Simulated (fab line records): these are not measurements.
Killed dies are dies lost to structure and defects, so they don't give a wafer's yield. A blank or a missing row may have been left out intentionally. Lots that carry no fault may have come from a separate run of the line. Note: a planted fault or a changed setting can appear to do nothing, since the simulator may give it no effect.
Problem report in the 8D (eight disciplines) form, filled by code | flow nand harc | the parts of the form that need people (team, actions taken, sign-off) are left out

## 1. WHAT WENT WRONG
Wafers without a fault read 1001 nm, standard deviation 10; thk nm at NHARC_A_ONON_D1_THK_MEAS_08 reads a mean of 1170 nm on 2 wafers belonging to 2 lots. Measured from the usual mean, that is +17 standard deviations.
The step: measures by ellipsometry.
The first sign was on wafer L152.3 at day 15 08:01, on film metro-02. Wafers with a number at this step in the record: 41, from 14 lots. Rule for "out" (also "out of limits"): further than 4 standard deviations from the usual mean. The other wafers with a number count as sound.

## 2. WHAT IT IS, AND WHAT IT ISN'T
question                    | is                           | is not
which readings at this step | thk nm                       | -
which lots                  | L152, L155                   | L134, L135, L137, L138, L139, L140, L141, L142, L143, L145, L146, L148
which wafers of those lots  | L152.3, L155.1               | L152.4, L152.5, L155.5
read on which gauges        | film metro-01, film metro-02 | -
when                        | from day 15 08:01            | up to then (38 sound wafers); but 1 sound wafer of L155 came after

## 3. SUSPECTS, AND WHAT RULES EACH OUT
Counting: any tool at a process step up to the reading remains a suspect provided it ran every lot that is out. Sound lots after the first of them don't rule it out here, since some wafers of a struck lot are sound.
- the gauge at NHARC_A_ONON_D1_THK_MEAS_08 is ruled out. 2 gauges (film metro-01, film metro-02) read the wafers that are out.
- pvd sputter-02 at NHARC_P_BONDPAD_PRE_CLEAN_26 (time 30 s): kept. Ran every lot that is out, first one L152 (day 14 02:07); last sound lot up to then L146 (day 11 16:11). NHARC_P_BONDPAD_PRE_CLEAN_26 gives no start for some lots, so the hours and the order of its lots are those of NHARC_A_START_INSPECT_01.
- pvd sputter-02 at NHARC_P_BONDPAD_PVD_17 (deposits TaN, target thk 5 nm, time 8.06 s): kept. Ran every lot that is out, first one L152 (day 14 02:07); last sound lot up to then L146 (day 11 16:11). NHARC_P_BONDPAD_PVD_17 gives no start for some lots, so the hours and the order of its lots are those of NHARC_A_START_INSPECT_01.
- pecvd onon-04 at NHARC_A_ONON_D1_DEP_06 (target thk 1000 nm): kept. Ran every lot that is out, first one L152 (day 15 07:37); last sound lot up to then L143 (day 11 18:09).
Left after counting: pvd sputter-02 at NHARC_P_BONDPAD_PRE_CLEAN_26, pvd sputter-02 at NHARC_P_BONDPAD_PVD_17, pecvd onon-04 at NHARC_A_ONON_D1_DEP_06.

## 4. THE CAUSE (what the simulator had put in)
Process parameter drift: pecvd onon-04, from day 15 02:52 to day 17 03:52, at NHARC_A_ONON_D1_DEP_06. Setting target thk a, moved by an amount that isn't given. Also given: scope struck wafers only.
This tool is one of the 3 suspects left after counting.

## 5. THE EFFECT CHAIN, in route order
One row per reading whose mean, taken over the struck wafers that have a number, lies over 3 standard deviations from the usual. Readings are gone through only where the record gives a usual standard deviation; hours: the median, over the lots, of the time from a lot's start at the first step in this table giving one to that lot's start at this step; sigmas: the change measured in usual standard deviations.
hours | step                        | reading         | usual   | on struck wafers | change | sigmas
0     | NHARC_A_ONON_D1_THK_MEAS_08 | thk nm          | 1001 nm | 1170             | +169   | +17
398   | NHARC_END_SORT_01           | killed at array | 53      | 668              | +614   | +31
398   | NHARC_END_SORT_01           | killed dies     | 58      | 677              | +619   | +31

## 6. WHAT WOULD HAVE CAUGHT IT SOONER
Counted from the fault's start at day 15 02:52, it took 5 hours until the first out-of-limits reading at a measuring or inspecting step in this record, taken at day 15 08:01.
Of the lots that are out (2), L155 began NHARC_A_ONON_D1_DEP_06 on pecvd onon-04 after day 15 08:01. Putting the tool on hold at that point would have spared it.
